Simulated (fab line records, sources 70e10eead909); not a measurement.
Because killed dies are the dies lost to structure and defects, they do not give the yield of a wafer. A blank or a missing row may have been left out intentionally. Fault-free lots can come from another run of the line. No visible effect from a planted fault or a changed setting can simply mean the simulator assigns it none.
What tool caused it? || flow nand harc || 7 lots with 21 wafers sampled at 3 steps, on a route of 1302 steps

WHAT THE GAUGES SHOWED, per wafer
NHARC_A_ONON_D1_THK_MEAS_24: measures by ellipsometry.
{"lot": "L104", "measured": "day 8 23:58", "on": "film metro-01", "thk nm (nm)": "997 998 997"}
{"lot": "L108", "measured": "day 10 14:48", "on": "film metro-02", "thk nm (nm)": "1000 998 999"}
{"lot": "L110", "measured": "day 11 14:59", "on": "film metro-01", "thk nm (nm)": "989 990 990"}
{"lot": "L112", "measured": "day 12 18:55", "on": "film metro-02", "thk nm (nm)": "1014 1014 1014"}
{"lot": "L118", "measured": "day 15 01:49", "on": "film metro-02", "thk nm (nm)": "1548 1549 1549"}
{"lot": "L121", "measured": "day 16 04:34", "on": "film metro-02", "thk nm (nm)": "1557 1560 1558"}
{"lot": "L125", "measured": "day 17 18:43", "on": "film metro-01", "thk nm (nm)": "1010 1010 1010"}

WHAT TOOL EACH LOT RAN ON (gives the tool, then ch and the chambers of the sampled wafers, and finally the start)
{"lot": "L104", "NHARC_P_BONDPAD_DEGAS_25": "pvd sputter-03, day 7 11:35", "NHARC_A_ONON_D1_DEP_22": "pecvd onon-03 ch 0, day 8 23:31"}
{"lot": "L108", "NHARC_P_BONDPAD_DEGAS_25": "pvd sputter-01, day 9 02:29", "NHARC_A_ONON_D1_DEP_22": "pecvd onon-02 ch 0, day 10 14:17"}
{"lot": "L110", "NHARC_P_BONDPAD_DEGAS_25": "pvd sputter-02, day 10 00:09", "NHARC_A_ONON_D1_DEP_22": "pecvd onon-02 ch 0, day 11 14:31"}
{"lot": "L112", "NHARC_P_BONDPAD_DEGAS_25": "pvd sputter-02, day 11 07:19", "NHARC_A_ONON_D1_DEP_22": "pecvd onon-02 ch 0, day 12 18:32"}
{"lot": "L118", "NHARC_P_BONDPAD_DEGAS_25": "pvd sputter-01, day 13 10:58", "NHARC_A_ONON_D1_DEP_22": "pecvd onon-03 ch 0, day 15 01:29"}
{"lot": "L121", "NHARC_P_BONDPAD_DEGAS_25": "pvd sputter-01, day 14 11:28", "NHARC_A_ONON_D1_DEP_22": "pecvd onon-03 ch 0, day 16 04:11"}
{"lot": "L125", "NHARC_P_BONDPAD_DEGAS_25": "pvd sputter-03, day 16 02:08", "NHARC_A_ONON_D1_DEP_22": "pecvd onon-02 ch 0, day 17 18:16"}
- NHARC_P_BONDPAD_DEGAS_25: time 60 s.
- NHARC_A_ONON_D1_DEP_22: target thk 1000 nm.

THE ANSWER, worked out from the rows above alone
Rule: the usual values come from the lots themselves. Put in order of their means at a reading, lots are off if they are a third of the lots or fewer, leave a main group of 4 or more, and stand apart from it by a gap of 3 or more times the standard deviation of the main group's means; of several such gaps the widest counts. The tables above print the reading to a certain number of digits; a main group whose means all agree to those digits is not used. Also off: a lot with no number at a reading for which 4 or more lots have one. Where the step has rows for the other lots, those lots are counted as sound.
Off: L118, L121 (NHARC_A_ONON_D1_THK_MEAS_24, thk nm). For the main group the mean is 1002 nm and the standard deviation 8.8.
A tool fits if, at a process step before that reading, it ran every lot that is off, and no sound lot after the first of them. The gauges at NHARC_A_ONON_D1_THK_MEAS_24 are tried like those tools. Can't be told from this: 3 tools fit, pvd sputter-01 at NHARC_P_BONDPAD_DEGAS_25, pecvd onon-03 at NHARC_A_ONON_D1_DEP_22, film metro-02 at NHARC_A_ONON_D1_THK_MEAS_24.

WHAT HAD BEEN PUT IN BY THE SIMULATOR
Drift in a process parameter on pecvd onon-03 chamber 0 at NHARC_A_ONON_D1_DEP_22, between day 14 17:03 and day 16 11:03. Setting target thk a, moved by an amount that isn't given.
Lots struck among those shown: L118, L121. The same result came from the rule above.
